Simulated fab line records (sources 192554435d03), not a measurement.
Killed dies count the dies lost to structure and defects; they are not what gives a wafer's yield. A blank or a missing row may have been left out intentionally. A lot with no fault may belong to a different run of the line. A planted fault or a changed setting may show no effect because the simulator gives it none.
Chamber matching ; flow n5 finfet ; N5_BEOL_M7_ALD_77 on ald metal-02 has 4 sister chambers
The step deposits TaN, target thk 2 nm, pulse time 2 s, purge time 3 s. 4 wafers are shown with their chamber, then 10 later ones without.

EACH WAFER AND ITS CHAMBER
wafer;chamber;heater power w (W)
L081.1;3;406
L074.1;0;435
L089.2;2;444
L089.3;1;401

WAFERS WITHOUT THEIR CHAMBER
wafer;heater power w (W)
L089.4;404
L090.1;411
L090.4;433
L090.5;440
L092.1;438
L092.2;409
L092.3;446
L092.4;397
L092.5;406
L092.6;444

CHAMBER TAKEN BY EACH
wafer;from the rows above;in truth
L089.4;can't be placed: 3 or 1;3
L090.1;can't be placed: 3 or 1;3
L090.4;0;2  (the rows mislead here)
L090.5;can't be placed: 2 or 0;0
L092.1;can't be placed: 0 or 2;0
L092.2;can't be placed: 3 or 1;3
L092.3;2;2
L092.4;can't be placed: 1 or 3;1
L092.5;can't be placed: 3 or 1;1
L092.6;2;2
Placed correctly: 2 of 10. Cannot be placed on the basis of these rows: 7; the candidates contain the true chamber in 7. Placed wrongly: 1.
How it was worked out, from the rows above alone: a wafer's distance from a chamber is the root of the sum, over the readings, of the square of ((its reading less the chamber's mean) divided by the reading's scatter). If the next closest chamber is less than 2 further off than the closest, the wafer can't be placed; otherwise it belongs to the closest. For every chamber, the mean is computed from those of its wafers that are shown. The scatter: with one shown wafer a chamber, the root of the mean of the squares of how far each hidden wafer lies from its nearest shown one.
